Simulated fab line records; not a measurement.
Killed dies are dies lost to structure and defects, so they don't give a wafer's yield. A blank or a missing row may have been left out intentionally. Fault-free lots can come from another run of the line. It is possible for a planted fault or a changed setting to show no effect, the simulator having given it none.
fab line records | flow n5-finfet
record lots=9 wafers=26 last-day=21
route steps=1938 shown MOL_CONTACT_COAG@563 BEOL_M0_SAQP@633 BEOL_M4@1111 PASSIVATION@1936
lots that met no fault: from a run of the same line without faults
start-h: start of the lot's first displayed wafer, in hours after the record's first day | wait-h: hours since the lot's step before | " same as the row above | L1.1+2: a single row standing in for several wafers | - no value, or no start given | * or withheld: withheld | < > ~ a bound
route shown NAME@n: a module of which the file shows steps, and the number in the route of the first | usual: mean/standard deviation taken from wafers without a fault | same: alike in all rows | chamber/n: place in a boat | sites: each site's reading | _std_site: standard deviation across them | _edge_site: the outer-site mean with the inner-site mean subtracted | radius-mm: how far each site lies from the wafer's centre | mask NAME#n: copy n | behind: the tool/chamber that last shaped the wafer | hold: what put the lot on hold/how long, in hours/how the hold closed | device: which transistor (n, p or np) failed to switch | end of line: tests of these same wafers at the route's end | a step given without rows: its recipe and nothing more | killed: dies that structure and defects cost at the first sort, which is not the same as the wafer's yield | map: shows each die of a wafer: x if killed, . if not, _ if none is there
set.NAME: the setting the step ran with; set.NAME@STEP: the setting that earlier step ran with | model.NAME: the simulator's own value behind a step, which no gauge read
the route's steps for a sample of lots (tables are steps, rows are wafers)
services: the hour from which a tool's chamber was out of use, counted from the record's first day as start-h (under 0 if before that day), plus the number of hours and why
## steps
# step N5_MOL_CONTACT_COAG_PECVD_31
# recipe material=SiO2 target-thk-a=460 temp-c=400 precursor=TEOS/O2 pressure-torr=6.5 rf-w=withheld teos-flow-sccm=withheld gas=O2 flow-sccm=2650 time-s=8.9
# columns lot.wafer tool chamber start-h wait-h
L925.1+3+5 pecvd-04 1,2,2 98.61 0.3
L928.1+4+6 pecvd-04 2,2,0 116.00 0.3
L929.4+5+6 pecvd-04 0,2,1 121.04 0.3
L931.3+4+5 pecvd-03 2,1,1 133.36 0.3
L935.4+5+6 pecvd-04 1,2,1 158.70 0.3
L939.5+6 pecvd-04 1,0 180.42 0.0
L940.1+2+3 pecvd-01 0,1,0 187.43 0.3
L941.3+5+6 pecvd-01 0,0,1 194.37 0.3
L946.4+5+6 pecvd-01 2,0,1 222.33 0.3
# step N5_MOL_CONTACT_COAG_DESCUM_45
# recipe chemistry=O2 time-s=7 source-power-w=50 bias-power-w=20 pressure-mtorr=20 rf-frequency-hz=2.712e+07 temp-c=40 resist=CAR-EUV o2-flow-sccm=225
# usual drypump-motor-current-A=5.7/0.42 oes-product-au=0.79/0.1 rf-vpp-V=243.6/1.5 showerhead-plenum-p-Torr=2.11/0.083 throttle-valve-pct=20.48/0.15
# same time-s=7
# columns lot.wafer tool chamber start-h wait-h drypump-motor-current-A oes-product-au rf-hours-counter-h rf-vpp-V showerhead-plenum-p-Torr throttle-valve-pct
L925.1 rie-diel-02 3 101.79 0.1 5.6 0.80 118 244.0 2.02 20.58
L925.3 " 2 " " 5.6 0.83 69 246.6 2.20 20.45
L925.5 " 1 " " 5.7 0.76 - 246.3 2.19 20.38
L928.1 rie-diel-05 1 118.02 0.0 5.4 0.68 235 241.3 1.98 20.52
L928.4 " 1 " " 5.4 0.68 - 240.5 1.98 20.51
L928.6 " 3 " " 6.6 0.72 - 244.6 2.18 20.55
L929.4 rie-diel-02 3 123.06 0.0 5.6 0.79 125 241.0 2.02 20.58
L929.5 " 3 " " 5.6 0.79 - 242.0 2.02 20.59
L929.6 " 0 " " 5.6 0.72 - 241.9 2.00 20.35
L931.3 rie-diel-04 0 135.21 0.0 6.1 0.69 243 241.7 1.97 20.58
L931.4 " 2 " " 5.2 0.72 194 243.4 2.07 20.45
L931.5 " 2 " " 5.2 0.71 - 243.4 2.07 20.45
L935.4 rie-diel-04 2 161.00 0.2 5.2 0.70 - 242.6 2.06 20.46
L935.5 " 3 " " 5.1 0.70 - 243.7 2.16 20.66
L935.6 " 1 " " 5.5 0.92 - 242.9 2.04 20.52
L939.5 rie-diel-04 1 182.56 0.0 5.6 0.90 - 243.6 2.04 20.54
L939.6 " 2 " " 5.2 0.70 - 242.5 2.06 20.48
L940.1 rie-diel-02 2 189.61 0.0 5.6 0.80 101 245.3 2.19 20.50
L940.2 " 3 " " 5.6 0.77 149 241.8 2.01 20.61
L940.3 " 1 " " 5.8 0.73 172 243.0 2.18 20.41
L941.3 rie-diel-05 3 196.44 0.0 6.5 0.70 198 244.9 2.17 20.60
L941.5 " 0 " " 6.3 0.90 - 245.6 2.13 20.37
L941.6 " 1 " " 5.4 0.96 - 245.5 2.24 20.19
L946.4 rie-diel-04 1 224.29 0.0 5.6 0.87 - 241.6 2.03 20.57
L946.5 " 0 " " 6.1 0.93 - 245.8 2.22 20.25
L946.6 " 2 " " 5.2 0.69 - 241.7 2.05 20.51
# step N5_MOL_CONTACT_COAG_ETCH_124
# recipe chemistry=CH3F/O2 target=SiNx target-depth-a=65 mask-material=SOC stop-on=SiOC over-etch-frac=0.3 ion-energy-ev=120 pressure-mtorr=30 source-w=395 bias-w=73 Ar_flow_sccm=150 CH3F_flow_sccm=30 O2_flow_sccm=20 ends=end-point
# usual drypump-motor-current-A=5.8/0.41 oes_o_777_au=0.78/0.084 oes-product-au=0.66/0.074 rf-vpp-V=297/3.3 showerhead-plenum-p-Torr=2.03/0.076 throttle-valve-pct=16.39/0.18
# same over-etch-frac=0.3
# columns lot.wafer tool chamber start-h wait-h drypump-motor-current-A oes_o_777_au oes-product-au rf-hours-counter-h rf-vpp-V showerhead-plenum-p-Torr throttle-valve-pct
L925.1 rie-diel-05 2 102.48 0.0 5.7 0.73 0.62 196 294 2.07 16.69
L925.3 " 1 " " 5.4 0.69 0.59 229 292 1.90 16.46
L925.5 " 3 " " 6.6 0.74 0.63 - 296 2.08 16.42
L928.1 rie-diel-02 0 118.52 0.0 5.6 0.73 0.63 174 299 1.92 16.29
L928.4 " 1 " " 5.7 0.77 0.65 145 297 2.09 16.28
L928.6 " 3 " " 5.6 0.78 0.68 - 294 1.93 16.45
L929.4 rie-diel-05 2 123.71 0.0 5.7 0.72 0.62 - 294 2.07 16.68
L929.5 " 3 " " 6.6 0.73 0.62 - 296 2.08 16.42
L929.6 " 1 " " 5.4 0.68 0.58 - 293 1.89 16.45
L931.3 rie-diel-05 2 135.72 0.0 5.8 0.72 0.61 210 294 2.06 16.71
L931.4 " 3 " " 6.6 0.73 0.61 - 297 2.08 16.44
L931.5 " 1 " " 5.4 0.68 0.58 - 293 1.89 16.48
L935.4 rie-diel-02 3 161.54 0.0 5.6 0.77 0.66 140 294 1.92 16.46
L935.5 " 1 " " 5.7 0.76 0.64 - 297 2.08 16.32
L935.6 " 0 " " 5.6 0.72 0.62 - 298 1.91 16.30
L939.5 rie-diel-05 1 183.82 0.0 5.4 0.97 0.82 - 297 2.14 16.03
L939.6 " 0 " " 6.3 0.90 0.78 - 304 2.04 16.17
L940.1 rie-diel-04 3 190.10 0.0 5.1 0.70 0.60 240 299 2.05 16.52
L940.2 " 2 " " 5.2 0.70 0.59 216 294 1.98 16.48
L940.3 " 1 " " 5.6 0.88 0.76 46 296 1.95 16.40
L941.3 rie-diel-04 2 196.93 0.0 5.2 0.69 0.60 219 295 1.98 16.48
L941.5 " 2 " " 5.2 0.69 0.59 - 295 1.98 16.48
L941.6 " 1 " " 5.5 0.87 0.76 - 298 1.95 16.41
L946.4 rie-diel-05 0 226.45 0.0 6.3 0.87 0.76 34 306 2.03 16.21
L946.5 " 3 " " 6.6 0.70 0.60 - 296 2.06 16.50
L946.6 " 0 " " 6.3 0.87 0.77 - 305 2.03 16.21
# step N5_MOL_CONTACT_COAG_THK_MEAS_53
# recipe reads=SiO2_of_MOL_CONTACT_COAG_PECVD_31
# usual VIA_MOL_THK=43.9/0.62
# columns lot.wafer tool chamber start-h wait-h VIA_MOL_THK[nm]
L925.1 film-metro-02 - 103.55 - 43.9
L925.3 " - " " 43.2
L925.5 " - " " 44.2
L928.1 film-metro-01 - 119.59 - 43.5
L928.4 " - " " 43.9
L928.6 " - " " 45.1
L929.4 film-metro-02 - 124.81 - 45.6
L929.5 " - " " 44.2
L929.6 " - " " 44.8
L931.3 film-metro-02 - 136.80 - 44.1
L931.4 " - " " 44.2
L931.5 " - " " 43.9
L935.4 film-metro-02 - 162.66 - 44.6
L935.5 " - " " 38.6
L935.6 " - " " 44.5
L939.5 film-metro-02 - 184.87 - 39.7
L939.6 " - " " 44.4
L940.1 film-metro-02 - 191.17 - 43.3
L940.2 " - " " 43.6
L940.3 " - " " 44.6
L941.3 film-metro-02 - 198.01 - 43.3
L941.5 " - " " 44.1
L941.6 " - " " 44.4
L946.4 film-metro-01 - 227.53 - 43.9
L946.5 " - " " 44.7
L946.6 " - " " 45.1
# step N5_BEOL_M0_SAQP_ILD_DEP_01
# recipe material=SiOC target-thk-a=454.19 temp-c=350 precursor=DEMS/O2 pressure-torr=5 rf-w=500 time-s=8.7
# usual heater-power-w=450/57 showerhead-plenum-p-Torr=5.692/0.012 throttle-valve-pct=11.8/0.45
# same time-s=8.7
# columns lot.wafer tool chamber start-h wait-h heater-power-w showerhead-plenum-p-Torr throttle-valve-pct
L925.1 pecvd-04 0 108.18 0.0 475 5.680 11.9
L925.3 " 1 " " 425 5.697 11.6
L925.5 " 2 " " 383 5.688 11.9
L928.1 pecvd-01 1 123.00 0.0 483 5.712 12.0
L928.4 " 0 " " 484 5.679 12.7
L928.6 " 2 " " 558 5.685 10.8
L929.4 pecvd-01 2 128.24 0.0 541 5.707 11.2
L929.5 " 1 " " 534 5.712 11.9
L929.6 " 0 " " 481 5.678 12.8
L931.3 pecvd-02 1 140.48 0.0 381 5.690 11.3
L931.4 " 0 " " 509 5.698 12.4
L931.5 " 1 " " 370 5.692 11.5
L935.4 pecvd-02 0 168.65 0.0 553 5.701 12.2
L935.5 " 1 " " 377 5.686 11.7
L935.6 " 2 " " 430 5.677 11.8
L939.5 pecvd-04 2 189.02 0.0 369 5.689 11.9
L939.6 " 0 " " 486 5.677 12.3
L940.1 pecvd-04 2 194.60 0.0 411 5.684 11.9
L940.2 " 1 " " 398 5.707 11.6
L940.3 " 0 " " 458 5.676 12.0
L941.3 pecvd-04 2 201.42 0.0 381 5.687 12.0
L941.5 " 0 " " 496 5.686 12.2
L941.6 " 1 " " 414 5.699 11.7
L946.4 pecvd-01 0 230.95 0.0 493 5.688 12.6
L946.5 " 1 " " 526 5.713 11.9
L946.6 " 2 " " 505 5.695 11.1
# step N5_BEOL_M4_RC_MEAS_101
# usual DIBL_N=36.3/1.1 DIBL_P=36.3/1.4 IOFF_N=0.155/0.019 IOFF_P=0.211/0.027 ION_N=672/8.5 ION_P=462/5.8 SS_N=71.5/0.56 SS_P=73.3/0.52 VT_N=249.9/2.5 VT_P=-249.8/2.8
# columns lot.wafer tool chamber start-h wait-h DIBL_N[mV/V] DIBL_P[mV/V] IOFF_N[nA/um] IOFF_P[nA/um] ION_N[uA/um] ION_P[uA/um] SS_N[mV/dec] SS_P[mV/dec] VT_N[mV] VT_P[mV]
L925.1 prober-01 0 196.11 0.0 39.0 37.5 0.173 0.234 668 458 72.5 74.6 250.1 -247.6
L925.3 " 0 " " 36.3 36.0 0.139 0.203 675 463 70.9 73.4 250.3 -250.4
L925.5 " 0 " " 36.8 35.1 0.135 0.192 670 453 72.2 73.6 253.8 -255.3
L928.1 prober-01 0 219.84 0.0 35.0 36.1 0.126 0.198 669 459 70.9 72.1 255.9 -249.1
L928.4 " 0 " " 35.6 37.4 0.148 0.235 679 473 71.3 73.1 248.9 -247.1
L928.6 " 0 " " 36.1 37.8 0.149 0.227 668 458 71.5 72.3 251.6 -248.8
L929.4 prober-01 0 238.37 0.5 37.2 37.1 0.172 0.244 676 472 71.9 73.9 248.4 -244.4
L929.5 " 0 " " 36.5 36.6 0.161 0.243 672 467 71.8 73.0 247.0 -247.3
L929.6 " 0 " " 35.9 35.2 0.140 0.227 669 469 71.0 72.7 252.1 -248.4
L931.3 prober-01 0 257.20 0.3 38.0 36.8 0.165 0.207 667 454 71.7 73.4 248.1 -253.2
L931.4 " 0 " " 37.0 36.1 0.151 0.196 676 456 70.8 72.4 249.1 -252.9
L931.5 " 0 " " 37.8 36.5 0.166 0.200 680 455 71.3 73.5 249.3 -253.1
L935.4 prober-02 0 322.57 0.5 36.8 35.7 0.137 0.201 677 467 70.4 72.5 250.5 -250.7
L935.5 " 0 " " 37.9 37.1 0.163 0.222 675 468 71.6 73.2 249.0 -246.1
L935.6 " 0 " " 37.7 37.4 0.156 0.216 672 461 71.7 74.0 248.3 -251.8
L941.3 prober-01 0 351.59 0.3 35.4 36.2 0.143 0.196 665 461 71.9 73.2 253.8 -252.5
L941.5 " 0 " " 35.7 37.6 0.146 0.219 669 463 71.4 73.5 252.3 -248.9
L941.6 " 0 " " 34.8 35.6 0.134 0.186 658 454 72.3 73.0 252.1 -251.9
L939.5 prober-02 0 355.50 0.6 34.5 33.9 0.128 0.210 662 464 70.8 72.8 253.7 -245.9
L939.6 " 0 " " 36.7 36.1 0.169 0.253 682 467 71.6 72.9 245.5 -243.8
L946.4 prober-01 0 368.66 0.5 34.9 37.6 0.168 0.241 668 470 70.4 73.3 247.3 -247.3
L946.5 " 0 " " 34.3 36.8 0.150 0.235 673 472 71.7 73.1 249.5 -244.4
L946.6 " 0 " " 34.9 36.6 0.157 0.232 665 465 71.8 72.6 251.7 -248.7
L940.1 prober-01 0 391.32 0.0 35.9 36.9 0.156 0.221 670 460 70.8 73.5 250.6 -248.0
L940.2 " 0 " " 34.9 36.0 0.146 0.203 679 467 71.2 73.0 247.6 -249.4
L940.3 " 0 " " 35.3 36.3 0.161 0.217 665 463 71.5 72.8 248.6 -246.2
# step N5_PASSIVATION_PROBE_49
# usual defect-limited-yield=91.4/1.2 killed_at_M0_to_M3=34/10 killed_at_M4_up=14/5.1 killed-at-contacts=12/6.4 killed-at-front-end=38/9.3 killed-at-other=4/3 killed-dies=102/15 killed-open=67/12 killed-short=33/6.9 sort_bin_5_function=5.0/0.86 sort_bin_6_memory=3.2/0.58 sort-n-pass=1078/15 sort-yield-pct=91.4/1.2
# same gross-dies=1180 killed-at-back-side=0 sort_bin_4_leakage[%]=0 sort_bin_8_speed[%]=0
# columns lot.wafer tool chamber start-h wait-h defect-limited-yield[%] killed_at_M0_to_M3 killed_at_M4_up killed-at-contacts killed-at-front-end killed-at-other killed-dies killed-open killed-short sort_bin_5_function[%] sort_bin_6_memory[%] sort-n-pass sort-yield-pct[%]
L935.4 prober-02 - 422.04 0.3 92.9 23 16 4 36 5 84 51 30 4.7 2.4 1096 92.9
L935.5 prober-02 - 422.09 0.4 91.2 52 11 6 30 5 104 64 36 4.7 3.7 1076 91.2
L935.6 prober-02 - 422.14 0.4 90.9 31 16 14 46 0 107 71 33 5.5 3.3 1073 90.9
L941.3 prober-02 - 451.93 0.1 89.9 32 20 11 51 5 119 81 36 6.3 3.5 1061 89.9
L941.5 prober-02 - 452.03 0.2 93.6 20 9 8 31 7 75 51 23 3.3 2.6 1105 93.6
L941.6 prober-02 - 452.08 0.3 90.3 42 10 5 49 8 114 65 47 4.9 4.2 1066 90.3
L939.5 prober-02 - 468.83 0.4 92.5 29 9 18 32 0 88 61 27 4.2 3.1 1092 92.5
L939.6 prober-02 - 468.88 0.5 91.0 34 10 10 51 1 106 60 46 5.8 2.5 1074 91.0
# killed by level:class
L935.4 FIN_SAQP:geometric-particle:short=7 BEOL_M4:geometric-particle:open=6 STI_FIN_REVEAL:geometric-particle:open=5 BEOL_M3:geometric-particle:open=5 GATE_CUT:geometric-particle:short=5 BEOL_M3:geometric-particle:short=5 STARTING-WAFER:geometric-particle:open=5 FIN_SAQP:geometric-particle:open=4
L935.5 BEOL_M0_SAQP:geometric-particle:open=11 BEOL_M0_SAQP:geometric-particle:short=11 BEOL_M0:geometric-particle:open=8 FIN_SAQP:geometric-particle:short=6 BEOL_M2:geometric-particle:open=6 MOL_CONTACT_COAG:geometric-particle:open=5 BEOL_M1:geometric-particle:open=5 BEOL_M3:geometric-particle:open=5
L935.6 FIN_SAQP:geometric-particle:open=14 BEOL_M1:geometric-particle:open=10 MOL_CONTACT_COAG:geometric-particle:open=8 FIN_SAQP:geometric-particle:short=6 MOL_CONTACT_COAG:geometric-particle:short=6 BEOL_M3:geometric-particle:open=6 STI_FIN_REVEAL:geometric-particle:open=5 BEOL_M4:geometric-particle:open=5
L941.3 STI_FIN_REVEAL:geometric-particle:open=13 BEOL_M4:geometric-particle:open=9 BEOL_M3:geometric-particle:open=9 DUMMY_GATE:geometric-particle:open=8 MOL_CONTACT_COAG:geometric-particle:open=8 FIN_SAQP:geometric-particle:open=7 BEOL_M0_SAQP:geometric-particle:short=6 STARTING-WAFER:geometric-particle:short=5
L941.5 STI_FIN_REVEAL:geometric-particle:open=9 BEOL_M0_SAQP:geometric-particle:open=6 FIN_SAQP:geometric-particle:short=5 BEOL_M1:geometric-particle:open=5 BEOL_M4:geometric-particle:open=5 MOL_CONTACT_COAG:geometric-particle:short=4 MOL_CONTACT_COAG:geometric-particle:open=4 STI_FIN_REVEAL:geometric-particle:short=3
L941.6 STI_FIN_REVEAL:geometric-particle:open=16 BEOL_M0_SAQP:geometric-particle:short=15 BEOL_M0_SAQP:geometric-particle:open=9 FIN_SAQP:geometric-particle:short=7 BEOL_M1:geometric-particle:open=7 FIN_SAQP:geometric-particle:open=5 MOL_CONTACT_COAG:geometric-particle:open=5 BEOL_M2:geometric-particle:open=5
L939.5 MOL_CONTACT_COAG:geometric-particle:open=14 BEOL_M2:geometric-particle:open=9 FIN_SAQP:geometric-particle:short=8 BEOL_M0_SAQP:geometric-particle:short=7 BEOL_M4:geometric-particle:open=6 STARTING-WAFER:geometric-particle:open=5 FIN_SAQP:geometric-particle:open=4 GATE_CUT:geometric-particle:open=4
L939.6 GATE_CUT:geometric-particle:short=10 FIN_SAQP:geometric-particle:short=8 BEOL_M0_SAQP:geometric-particle:short=8 BEOL_M2:geometric-particle:open=8 MOL_CONTACT_COAG:geometric-particle:open=7 BEOL_M0_SAQP:geometric-particle:open=7 STARTING-WAFER:geometric-particle:short=6 FIN_SAQP:geometric-particle:open=5
## services
# columns tool chamber start-h hours kind
rie-diel-04 3 81.15 6.9 repair
pecvd-01 1 101.94 5.5 scheduled-down
pecvd-01 2 113.42 2.1 scheduled-down
rie-diel-05 0 113.99 - clean
rie-diel-05 0 113.99 - consumable-replace:focus-ring
rie-diel-05 0 113.99 24.4 scheduled-down
rie-diel-05 0 113.99 24.4 vent-cycle
pecvd-03 - 118.87 2.8 pm
rie-diel-05 1 126.71 2.8 repair
pecvd-02 - 135.57 2.8 pm
rie-diel-05 2 144.20 3.8 repair
pecvd-02 - 146.48 1.5 repair
pecvd-04 0 148.08 16.5 scheduled-down
rie-diel-04 0 157.01 - clean
rie-diel-05 1 157.39 - clean
rie-diel-05 1 157.39 - consumable-replace:focus-ring
rie-diel-05 1 157.39 - consumable-replace:showerhead
rie-diel-05 1 157.39 18.2 scheduled-down
rie-diel-05 1 157.39 18.2 vent-cycle
pecvd-01 - 162.13 6.0 pm
pecvd-01 2 172.07 17.2 repair
rie-diel-05 - 172.97 2.8 pm
pecvd-01 - 178.09 0.9 repair
pecvd-04 - 210.50 0.8 pm
## key
first-sign step=N5_MOL_CONTACT_COAG_THK_MEAS_53 reading=VIA_MOL_THK direction=down sigmas=7.7 usual=43.9 struck=39.1
effect none on later readings
met-at N5_MOL_CONTACT_COAG_PECVD_31
struck-lots L935,L939
struck-wafers L935.5,L939.5
not-acting-at N5_MOL_CONTACT_COAG_DESCUM_45,N5_MOL_CONTACT_COAG_ETCH_124,N5_BEOL_M0_SAQP_ILD_DEP_01
onset-between 121.04 158.70
fault kind=process-parameter-drift tool=pecvd-04 chamber=- onset-h=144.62 steps=N5_MOL_CONTACT_COAG_PECVD_31 channel=time-s offset=* shape=step end-h=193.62 scope=struck-wafers-only acts-in=* stated=*
